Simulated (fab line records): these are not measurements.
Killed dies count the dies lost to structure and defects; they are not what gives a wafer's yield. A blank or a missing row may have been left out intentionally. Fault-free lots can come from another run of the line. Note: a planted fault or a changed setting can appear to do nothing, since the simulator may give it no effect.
Which of the tools did it? | flow nandHarc | 36 wafers from 12 lots sampled at 5 of the route's 1302 steps

== WHAT THE GAUGES SHOWED, per wafer ==
NHARC_END_SORT_01. Usual: killedAtArray 51, standard deviation 17; killedAtOther 1.6, standard deviation 2.1; killedAtPeriphery 4, standard deviation 3.2; killedDies 57, standard deviation 18; killedOpen 2.9, standard deviation 1.7; killedShort 2.3, standard deviation 1.3.
lot  | measured     | on        | killedAtArray | killedAtOther | killedAtPeriphery | killedDies | killedOpen | killedShort | flag
L403 | day 30 12:23 | prober-01 | 21 14 21      | 1 0 2         | 5 4 8             | 27 18 31   | 2 2 2      | 5 2 3       | 

== WHAT TOOL EACH LOT RAN ON (gives the tool, then ch and the chambers of the sampled wafers, and finally the start) ==
lot  | NHARC_A_STAIRCASE_STRIP_171         | NHARC_A_STAIRCASE_ETCH_13         | NHARC_A_STAIRCASE_ETCH_15                    | NHARC_A_STAIRCASE_TRIM_16
L390 | plasmaAsher-02 ch 0,1, day 16 04:57 | rieDiel-13 ch 0,1,2, day 16 07:39 | rieDiel-13 ch 0,1,2, no start                | rieDiel-13 ch 0,1, no start
L391 | plasmaAsher-01 ch 0,1, day 16 20:28 | rieDiel-03 ch 0,3, day 16 22:19   | rieDiel-03 ch 1,2, no start                  | rieDiel-03 ch 2,3, no start
L398 | plasmaAsher-02 ch 0, day 19 21:54   | rieDiel-12 ch 1,2,3, day 19 23:44 | rieDiel-12 ch 1,3, no start                  | rieDiel-12 ch 1,2, no start
L399 | plasmaAsher-02 ch 0,1, day 20 01:28 | rieDiel-12 ch 1,2,3, day 20 08:51 | rieDiel-12 ch 1,2,3, no start                | rieDiel-12 ch 0,1,2, no start
L403 | plasmaAsher-02 ch 0,1, day 22 00:11 | rieDiel-13 ch 1,2, day 22 01:51   | rieDiel-13 ch 1,2,3, day 30 12:23 or earlier | rieDiel-13 ch 1,2, day 30 12:23 or earlier
L406 | plasmaAsher-01 ch 0,1, day 22 07:07 | rieDiel-03 ch 1,2,3, day 22 08:55 | rieDiel-03 ch 1,2, no start                  | rieDiel-03 ch 1,2,3, no start
L407 | plasmaAsher-01 ch 0,1, day 22 19:59 | rieDiel-03 ch 0,2, day 22 21:44   | rieDiel-03 ch 0,2, no start                  | rieDiel-03 ch 2,3, no start
L408 | plasmaAsher-01 ch 0,1, day 23 18:18 | rieDiel-03 ch 0,3, day 23 20:04   | rieDiel-03 ch 0,3, no start                  | rieDiel-03 ch 0,1,2, no start
L409 | plasmaAsher-01 ch 0,1, day 24 06:10 | rieDiel-12 ch 1,2,3, day 24 07:45 | rieDiel-12 ch 1,2,3, no start                | rieDiel-12 ch 2,3, no start
L410 | plasmaAsher-02 ch 0,1, day 24 11:46 | rieDiel-12 ch 0,3, day 24 13:23   | rieDiel-12 ch 0,2,3, no start                | rieDiel-12 ch 0,1,3, no start
L411 | plasmaAsher-01 ch 0,1, day 24 17:07 | rieDiel-03 ch 0,2, day 24 18:44   | rieDiel-03 ch 2,3, no start                  | rieDiel-03 ch 0,1,2, no start
L412 | plasmaAsher-01 ch 1, day 24 17:24   | rieDiel-13 ch 0,2,3, day 24 19:17 | rieDiel-13 ch 0,1,2, no start                | rieDiel-13 ch 1,2,3, no start
- NHARC_A_STAIRCASE_STRIP_171: strips in O2.
- NHARC_A_STAIRCASE_ETCH_13: etches the open film in C4F8/O2, target depth 100 nm, time 40.5 s.
- NHARC_A_STAIRCASE_ETCH_15: etches the open film in C4F8/O2, target depth 100 nm, time 40.5 s.
- NHARC_A_STAIRCASE_TRIM_16: chemistry O2, time 211.2 s.

== WHAT THE TOOLS THEMSELVES READ (means of the sampled wafers that have a number; where no wafer has one, the mark that the record gives instead) ==
NHARC_A_STAIRCASE_STRIP_171. Usual: drypumpMotorCurrentA 5.5 A, standard deviation 0.36; heaterPowerW 321 W, standard deviation 10.
lot  | tool           | drypumpMotorCurrentA (A) | heaterPowerW (W) | flag
L390 | plasmaAsher-02 | 5.2                      | 316              | 
L391 | plasmaAsher-01 | 5.6                      | 315              | 
L398 | plasmaAsher-02 | 5.4                      | 332              | 
L399 | plasmaAsher-02 | 5.2                      | 318              | 
L403 | plasmaAsher-02 | 5.3                      | 326              | 
L406 | plasmaAsher-01 | 5.6                      | 325              | 
L407 | plasmaAsher-01 | 5.9                      | 322              | 
L408 | plasmaAsher-01 | 5.6                      | 314              | 
L409 | plasmaAsher-01 | 5.9                      | 322              | 
L410 | plasmaAsher-02 | 5.2                      | 321              | 
L411 | plasmaAsher-01 | 5.9                      | 319              | 
L412 | plasmaAsher-01 | 5.4                      | 313              | 

NHARC_A_STAIRCASE_ETCH_13. Usual: chamberPressureMTorr 24.997 mTorr, standard deviation 0.022; oesProductAu 0.939 a.u., standard deviation 0.015; rfVppV 896 V, standard deviation 5.6; runLengthS 61.7 s, standard deviation 0.31.
lot  | tool       | chamberPressureMTorr (mTorr) | oesProductAu (a.u.) | rfVppV (V) | runLengthS (s) | flag
L390 | rieDiel-13 | 25.017                       | 0.919               | 894        | 61.5           | 
L391 | rieDiel-03 | 25.017                       | 0.957               | 896        | 61.8           | 
L398 | rieDiel-12 | 24.981                       | 0.953               | 902        | 63.6           | OFF
L399 | rieDiel-12 | 24.990                       | 0.918               | 902        | 63.5           | OFF
L403 | rieDiel-13 | 25.015                       | 0.944               | 890        | 61.4           | 
L406 | rieDiel-03 | 24.980                       | 0.924               | 897        | 61.5           | 
L407 | rieDiel-03 | 24.998                       | 0.935               | 894        | 61.7           | 
L408 | rieDiel-03 | 24.978                       | 0.960               | 894        | 61.7           | 
L409 | rieDiel-12 | 25.008                       | 0.937               | 901        | 61.7           | 
L410 | rieDiel-12 | 24.984                       | 0.948               | 895        | 61.7           | 
L411 | rieDiel-03 | 24.997                       | 0.933               | 894        | 61.6           | 
L412 | rieDiel-13 | 24.993                       | 0.936               | 894        | 61.9           | 

NHARC_A_STAIRCASE_ETCH_15. Usual: chamberPressureMTorr 25.001 mTorr, standard deviation 0.024; oesProductAu 0.943 a.u., standard deviation 0.011; rfVppV 896 V, standard deviation 5.7; runLengthS 61.7 s, standard deviation 0.32.
lot  | tool       | chamberPressureMTorr (mTorr) | oesProductAu (a.u.) | rfVppV (V) | runLengthS (s) | flag
L390 | rieDiel-13 | 25.023                       | 0.921               | 894        | 61.6           | 
L391 | rieDiel-03 | 25.014                       | 0.939               | 897        | 61.6           | 
L398 | rieDiel-12 | 25.031                       | 0.943               | 905        | 61.9           | 
L399 | rieDiel-12 | 24.995                       | 0.929               | 901        | 61.6           | 
L403 | rieDiel-13 | 25.010                       | 0.949               | 891        | 61.6           | 
L406 | rieDiel-03 | 25.008                       | 0.925               | 900        | 61.5           | 
L407 | rieDiel-03 | 24.990                       | 0.947               | 894        | 61.6           | 
L408 | rieDiel-03 | 24.986                       | 0.950               | 894        | 61.8           | 
L409 | rieDiel-12 | 24.974                       | 0.945               | 900        | 61.6           | 
L410 | rieDiel-12 | 25.000                       | 0.955               | 896        | 61.5           | 
L411 | rieDiel-03 | 24.984                       | 0.939               | 893        | 61.7           | 
L412 | rieDiel-13 | 25.005                       | 0.955               | 899        | 61.6           | 

NHARC_A_STAIRCASE_TRIM_16. Usual: chamberPressureMTorr 60.00 mTorr, standard deviation 0.064; drypumpMotorCurrentA 5.9 A, standard deviation 0.5; oesProductAu 0.999 a.u., standard deviation 0.0072; rfVppV 57.7 V, standard deviation 0.82; showerheadPlenumPTorr 3.53 Torr, standard deviation 0.16; throttleValvePct 17.035 %, standard deviation 0.0092.
lot  | tool       | chamberPressureMTorr (mTorr) | drypumpMotorCurrentA (A) | oesProductAu (a.u.) | rfVppV (V) | showerheadPlenumPTorr (Torr) | throttleValvePct (%) | flag
L390 | rieDiel-13 | 60.00                        | 6.1                      | 0.996               | 57.9       | 3.46                         | 17.028               | 
L391 | rieDiel-03 | 60.05                        | 5.4                      | 0.994               | 57.9       | 3.48                         | 17.038               | 
L398 | rieDiel-12 | 59.99                        | 6.3                      | 0.990               | 58.4       | 3.59                         | 17.045               | 
L399 | rieDiel-12 | 60.00                        | 6.2                      | 0.996               | 58.8       | 3.57                         | 17.025               | 
L403 | rieDiel-13 | 60.01                        | 6.1                      | 1.000               | 57.3       | 3.45                         | 17.029               | 
L406 | rieDiel-03 | 60.12                        | 5.4                      | 1.000               | 57.1       | 3.56                         | 17.033               | 
L407 | rieDiel-03 | 59.99                        | 5.4                      | 0.995               | 57.6       | 3.45                         | 17.030               | 
L408 | rieDiel-03 | 59.97                        | 5.4                      | 1.006               | 57.9       | 3.57                         | 17.035               | 
L409 | rieDiel-12 | 60.08                        | 6.2                      | 1.002               | 57.4       | 3.56                         | 17.033               | 
L410 | rieDiel-12 | 59.99                        | 6.1                      | 1.006               | 58.0       | 3.64                         | 17.037               | 
L411 | rieDiel-03 | 59.94                        | 5.4                      | 1.003               | 57.9       | 3.56                         | 17.039               | 
L412 | rieDiel-13 | 60.02                        | 6.3                      | 0.999               | 58.0       | 3.56                         | 17.036               | 

== THE ANSWER, worked out from the rows above alone ==
Rule: a lot counts as off when the mean over its wafers that have a number is more than 3 standard deviations away from the usual mean. A lot without any number at a reading at which 4 lots or more have one is off too. Any other lot the step has rows for is counted as sound. After the gauges, taken in route order, come the tools' own readings; for these a lot's mean is taken, as printed above. The first step at which some lot is off is used, and at that step the reading that is off furthest; a lot without a number counts as furthest.
Off: L398, L399 (NHARC_A_STAIRCASE_ETCH_13, runLengthS).
A tool fits if, at that step or a process step before it, it ran every lot that is off, and no sound lot after the first of them. No candidate that was tried fits.

== WHAT THE SIMULATOR HAD PUT IN ==
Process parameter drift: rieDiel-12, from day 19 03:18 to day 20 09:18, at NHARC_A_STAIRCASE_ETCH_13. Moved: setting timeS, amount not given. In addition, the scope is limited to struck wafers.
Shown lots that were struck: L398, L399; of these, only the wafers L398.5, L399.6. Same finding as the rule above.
